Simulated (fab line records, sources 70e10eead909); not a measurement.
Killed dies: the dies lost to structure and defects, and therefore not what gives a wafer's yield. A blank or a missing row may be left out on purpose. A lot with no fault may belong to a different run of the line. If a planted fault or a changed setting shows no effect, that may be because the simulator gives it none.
Which tool is to blame?    flow nand_harc    15 lots with 45 wafers sampled at 5 steps, on a route of 1302 steps

== WHAT EACH GAUGE READ, for each wafer ==
NHARC_P_GATE_CD_MEAS_26: target cd 120 nm.
lot   measured      on         cd_nm (nm)
L323  day 4 22:23   cd_sem-01  120.7 121.1 120.4
L324  day 5 12:23   cd_sem-02  118.0 119.0 119.3
L325  day 5 20:29   cd_sem-03  120.6 120.9 120.7
L327  day 6 16:15   cd_sem-01  121.2 121.9 120.2
L329  day 7 11:25   cd_sem-02  121.0 121.0 121.1
L330  day 8 02:31   cd_sem-02  120.0 119.8 120.3
L331  day 9 01:20   cd_sem-02  119.4 120.0 119.9
L332  day 9 11:44   cd_sem-02  118.8 119.3 119.4
L335  day 9 20:55   cd_sem-02  119.5 120.1 120.2
L334  day 9 20:46   cd_sem-03  119.5 119.3 118.7
L339  day 11 23:25  cd_sem-02  120.9 119.7 119.9
L340  day 12 03:22  cd_sem-02  120.2 119.0 120.0
L341  day 12 09:08  cd_sem-03  120.2 119.9 121.3
L345  day 14 12:16  cd_sem-01  119.5 119.8 119.2
L346  day 14 15:40  cd_sem-01  119.3 121.1 120.8

NHARC_P_GATE_OVL_MEAS_27.
lot   measured      on          overlay_x_nm (nm)  overlay_y_nm (nm)
L323  day 4 22:29   overlay-01  -0.9 -0.8 -0.7     1.2 0.5 0.8
L324  day 5 12:29   overlay-01  0.2 0.3 0.9        -0.4 0.1 0.0
L325  day 5 20:34   overlay-01  0.8 0.8 0.3        0.5 0.1 -0.2
L327  day 6 16:20   overlay-02  0.5 0.9 0.5        0.2 0.6 0.4
L329  day 7 11:31   overlay-02  -0.2 0.3 -0.1      1.4 1.2 1.3
L330  day 8 02:35   overlay-01  -1.1 -1.3 -1.2     0.6 -0.4 0.2
L331  day 9 01:25   overlay-02  -0.6 -0.9 -0.9     -0.8 -0.3 0.0
L332  day 9 11:50   overlay-02  -0.9 -1.2 -1.2     1.2 0.7 1.0
L335  day 9 21:01   overlay-01  -0.9 -0.8 -1.0     0.1 -0.1 0.0
L334  day 9 20:52   overlay-02  2.0 1.9 2.0        -0.3 -0.4 -0.5
L339  day 11 23:31  overlay-02  0.2 0.0 0.5        0.4 0.1 0.0
L340  day 12 03:27  overlay-02  0.0 0.2 -0.1       0.3 0.2 0.7
L341  day 12 09:13  overlay-02  1.1 1.7 1.6        1.7 1.5 2.0
L345  day 14 12:21  overlay-01  1.6 1.1 1.4        0.2 0.6 0.6
L346  day 14 15:46  overlay-02  1.0 1.2 0.8        -1.4 -1.8 -1.7

NHARC_END_SORT_01.
lot   measured      on         killed_at_array  killed_at_other  killed_at_periphery  killed_dies  killed_open  killed_short
L341  day 31 21:13  prober-02  61 62 48         1 0 2            4 6 3                66 68 53     10 8 3       5 3 0

== WHAT TOOL EACH LOT RAN ON (gives the tool, then ch and the chambers of the sampled wafers, and finally the start) ==
lot   NHARC_P_GATE_DEP_103            NHARC_P_GATE_SOFTBAKE_21
L323  pecvd-03 ch 0,1,2, day 4 21:50  litho_track-06 ch 0, day 4 22:00
L324  pecvd-01 ch 0,1, day 5 11:43    litho_track-06 ch 0, day 5 11:00
L325  pecvd-02 ch 0,2, day 5 19:59    litho_track-06 ch 0, day 5 20:00
L327  pecvd-02 ch 0,1,2, day 6 15:43  litho_track-06 ch 0, day 6 15:00
L329  pecvd-02 ch 0,1, day 7 10:52    litho_track-04 ch 0, day 7 11:00
L330  pecvd-01 ch 0,2, day 8 01:57    litho_track-04 ch 0, day 8 02:00
L331  pecvd-01 ch 1,2, day 9 00:39    litho_track-01 ch 0, day 9 00:00
L332  pecvd-03 ch 0,1,2, day 9 11:04  litho_track-06 ch 0, day 9 11:00
L335  pecvd-02 ch 1,2, day 9 20:13    litho_track-06 ch 0, day 9 20:00
L334  pecvd-01 ch 0,2, day 9 20:14    litho_track-04 ch 0, day 9 20:00
L339  pecvd-03 ch 1,2, day 11 22:53   litho_track-06 ch 0, day 11 23:00
L340  pecvd-02 ch 1,2, day 12 02:41   litho_track-06 ch 0, day 12 02:00
L341  pecvd-02 ch 1,2, day 12 08:28   litho_track-06 ch 0, day 12 08:00
L345  pecvd-02 ch 0,2, day 14 11:37   litho_track-04 ch 0, day 14 11:00
L346  pecvd-02 ch 1,2, day 14 15:01   litho_track-01 ch 0, day 14 15:00
- NHARC_P_GATE_DEP_103: deposits SiON, target thk 30 nm.
- NHARC_P_GATE_SOFTBAKE_21: time 55 s.

== AS READ BY THE TOOLS THEMSELVES (means over the sampled wafers that have a number; for cases with no such wafer, the mark the record gives instead) ==
NHARC_P_GATE_DEP_103.
lot   tool      heater_power_w (W)
L323  pecvd-03  762
L324  pecvd-01  911
L325  pecvd-02  719
L327  pecvd-02  769
L329  pecvd-02  829
L330  pecvd-01  739
L331  pecvd-01  871
L332  pecvd-03  752
L335  pecvd-02  783
L334  pecvd-01  771
L339  pecvd-03  798
L340  pecvd-02  718
L341  pecvd-02  801
L345  pecvd-02  725
L346  pecvd-02  813

NHARC_P_GATE_SOFTBAKE_21.
lot   tool            chill_plate_temp_C (C)  heater_power_total_W (W)
L323  litho_track-06  22.97                   188.38
L324  litho_track-06  23.08                   188.49
L325  litho_track-06  22.96                   188.38
L327  litho_track-06  23.03                   188.52
L329  litho_track-04  22.97                   188.42
L330  litho_track-04  23.11                   188.45
L331  litho_track-01  22.97                   188.46
L332  litho_track-06  22.98                   188.51
L335  litho_track-06  23.05                   188.43
L334  litho_track-04  22.88                   188.45
L339  litho_track-06  22.93                   195.48
L340  litho_track-06  22.96                   195.56
L341  litho_track-06  23.03                   195.30
L345  litho_track-04  22.91                   188.43
L346  litho_track-01  23.01                   188.68

== THE ANSWER, worked out from the rows above alone ==
Rule: what is usual is taken from the lots themselves. Put in order of their means at a reading, lots are off if they are a third of the lots or fewer, leave a main group of 4 or more, and stand apart from it by a gap of 3 or more times the standard deviation of the main group's means; of several such gaps the widest counts. A main group is skipped when, at the precision printed for the reading in the tables above, its means are all equal. A lot without any number at a reading at which 4 lots or more have one is off too. Where the step has rows for the other lots, those lots are counted as sound. The gauges are gone through in route order, then the tools' own readings, and for those a lot's mean is taken as printed above. The first step at which some lot is off is used, and at that step the reading that is off furthest; a lot without a number counts as furthest.
Off at NHARC_P_GATE_SOFTBAKE_21 (heater_power_total_W): L339, L340, L341. The main group has a mean of 188.47 W with a standard deviation of 0.077.
If a tool, at that step or one of the process steps before it, ran each lot that is off and ran no sound lot following the first of them, it fits. One candidate fits, namely litho_track-06 at NHARC_P_GATE_SOFTBAKE_21. Its last sound lot is L335 (day 9 20:00), its first lot that is off L339 (day 11 23:00): a fault that began between those two fits.
The tool's own readings at NHARC_P_GATE_SOFTBAKE_21 bear it out: on the lots that are off they differ by more than 5 times the standard deviation of the sound lots' means. heater_power_total_W reads 195.45 W there against 188.47 W on the sound lots.

== WHAT WAS PUT IN BY THE SIMULATOR ==
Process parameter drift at NHARC_P_GATE_SOFTBAKE_21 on litho_track-06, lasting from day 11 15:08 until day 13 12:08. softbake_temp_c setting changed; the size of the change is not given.
Shown lots that were struck: L339, L340, L341. The rule given above showed the same thing.
